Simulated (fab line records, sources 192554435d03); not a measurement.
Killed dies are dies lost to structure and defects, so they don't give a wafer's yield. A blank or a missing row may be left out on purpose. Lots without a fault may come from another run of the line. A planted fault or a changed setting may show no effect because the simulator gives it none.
Tool commonality check | flow n5_finfet | 9 lots, 27 wafers sampled

WHY IT WAS OPENED
At N5_BEOL_M4_RC_MEAS_101 the reading RS_NWELL is flagged on 3 of 9 lots. Wafers without a fault read 1037 ohm/sq, standard deviation 6.9.
Rule: a lot is flagged when every wafer of it that has a number lies more than 4 standard deviations from that mean, or none has a number. The other lots count as sound.

lot  | measured     | on        | RS_NWELL (ohm/sq), wafer by wafer | flag
L716 | day 8 03:09  | prober-01 | 1029 1024 1035                    |
L724 | day 11 06:26 | prober-01 | 1402 1394 1388                    | FLAGGED
L723 | day 11 07:40 | prober-01 | 1395 1401 1399                    | FLAGGED
L727 | day 11 12:22 | prober-02 | 1029 1034 1032                    |
L726 | day 11 22:44 | prober-01 | 1412 1409 1410                    | FLAGGED
L729 | day 12 03:29 | prober-01 | 1041 1031 1045                    |
L732 | day 12 21:00 | prober-02 | 1035 1030 1028                    |
L737 | day 13 12:50 | prober-01 | 1049 1043 1039                    |
L738 | day 14 10:36 | prober-02 | 1030 1026 1034                    |
The numbers of the flagged lots are 1401 ohm/sq on average: +364 ohm/sq against the usual, or +53 standard deviations.

WHICH TOOL RAN EACH LOT
The record holds 4 process steps before the reading, out of a route of 1938 steps. In each cell: the tool, then ch and the chambers that the sampled wafers went through, then the start.
lot  | flag    | N5_ZERO_LAYER_PECVD_02         | N5_WELL_APT_IMPLANT_14         | N5_WELL_APT_DESCUM_30             | N5_WELL_APT_EPI_41
L716 |         | pecvd-01 ch 0,2, day 1 18:17   | implanter-02 ch 0, day 1 20:23 | rie_diel-01 ch 0,1,2, day 1 22:17 | epi_rpcvd-01 ch 0, day 1 23:25
L724 | FLAGGED | pecvd-04 ch 0,1, day 3 18:17   | implanter-02 ch 0, day 3 19:50 | rie_diel-06 ch 1,2, day 3 20:50   | epi_rpcvd-04 ch 0, day 3 21:59
L723 | FLAGGED | pecvd-01 ch 0,2, day 3 12:19   | implanter-02 ch 0, day 3 14:12 | rie_diel-02 ch 1,2,3, day 3 15:08 | epi_rpcvd-01 ch 0, day 3 16:46
L727 |         | pecvd-02 ch 0,1,2, day 4 12:19 | implanter-01 ch 0, day 4 13:53 | rie_diel-01 ch 2,3, day 4 14:58   | epi_rpcvd-04 ch 0, day 4 16:22
L726 | FLAGGED | pecvd-02 ch 0,2, day 4 06:17   | implanter-02 ch 0, day 4 08:06 | rie_diel-02 ch 0,1,3, day 4 09:06 | epi_rpcvd-01 ch 0, day 4 10:15
L729 |         | pecvd-02 ch 0,1,2, day 5 00:17 | implanter-01 ch 0, day 5 02:26 | rie_diel-01 ch 0,2,3, day 5 03:28 | epi_rpcvd-01 ch 0, day 5 04:29
L732 |         | pecvd-01 ch 0,1,2, day 5 18:17 | implanter-01 ch 0, day 5 19:59 | rie_diel-06 ch 0,1,2, day 5 21:27 | epi_rpcvd-04 ch 0, day 5 22:31
L737 |         | pecvd-01 ch 0,1,2, day 7 00:17 | implanter-02 ch 0, day 7 01:56 | rie_diel-02 ch 0,2,3, day 7 03:08 | epi_rpcvd-01 ch 0, day 7 04:09
L738 |         | pecvd-01 ch 0,1, day 7 06:28   | implanter-02 ch 0, day 7 08:06 | rie_diel-02 ch 0,1,3, day 7 09:14 | epi_rpcvd-04 ch 0, day 7 10:15
What these steps do:
- N5_ZERO_LAYER_PECVD_02: deposits SiO2 from SiH4/N2O, target thk 10 nm, time 6 s.
- N5_WELL_APT_IMPLANT_14
- N5_WELL_APT_DESCUM_30: chemistry O2, time 7.9 s.
- N5_WELL_APT_EPI_41: deposits Si from SiH4/H2, target thk 50 nm, time 297.7 s.
- N5_BEOL_M4_RC_MEAS_101

FLAGGED OVER TOTAL, TOOL BY TOOL (the gauges that took the reading come last)
step                   | tool         | lots run | flagged | share of the flagged lots | sound lots run after its first flagged lot
N5_ZERO_LAYER_PECVD_02 | pecvd-01     | 5        | 1       | some                      | 3 (L732,L737,L738)
N5_ZERO_LAYER_PECVD_02 | pecvd-02     | 3        | 1       | some                      | 2 (L727,L729)
N5_ZERO_LAYER_PECVD_02 | pecvd-04     | 1        | 1       | some                      | 0
N5_WELL_APT_IMPLANT_14 | implanter-01 | 3        | 0       | none                      | -
N5_WELL_APT_IMPLANT_14 | implanter-02 | 6        | 3       | all                       | 2 (L737,L738)
N5_WELL_APT_DESCUM_30  | rie_diel-01  | 3        | 0       | none                      | -
N5_WELL_APT_DESCUM_30  | rie_diel-02  | 4        | 2       | some                      | 2 (L737,L738)
N5_WELL_APT_DESCUM_30  | rie_diel-06  | 2        | 1       | some                      | 1 (L732)
N5_WELL_APT_EPI_41     | epi_rpcvd-01 | 5        | 2       | some                      | 2 (L729,L737)
N5_WELL_APT_EPI_41     | epi_rpcvd-04 | 4        | 1       | some                      | 3 (L727,L732,L738)
N5_BEOL_M4_RC_MEAS_101 | prober-01    | 6        | 3       | all                       | 2 (L729,L737)
N5_BEOL_M4_RC_MEAS_101 | prober-02    | 3        | 0       | none                      | -

WHAT THE TABLE ALLOWS
2 rows of the table ran every flagged lot: implanter-02 at N5_WELL_APT_IMPLANT_14, prober-01 at N5_BEOL_M4_RC_MEAS_101.
- implanter-02 at N5_WELL_APT_IMPLANT_14: 3 of its 6 lots flagged. Sound lots ran on it after the first flagged one (L737, L738), which a lasting fault on the whole tool wouldn't allow. Its own readings lie more than 4 standard deviations out on every wafer of the flagged lots: dose_ions_cm2, faraday_current_uA.
- prober-01 at N5_BEOL_M4_RC_MEAS_101: 3 of its 6 lots flagged. Sound lots ran on it after the first flagged one (L729, L737), which a lasting fault on the whole tool wouldn't allow.
No row of the table ran every flagged lot and no sound lot after the first.

WHAT THE SIMULATOR HAD PUT IN
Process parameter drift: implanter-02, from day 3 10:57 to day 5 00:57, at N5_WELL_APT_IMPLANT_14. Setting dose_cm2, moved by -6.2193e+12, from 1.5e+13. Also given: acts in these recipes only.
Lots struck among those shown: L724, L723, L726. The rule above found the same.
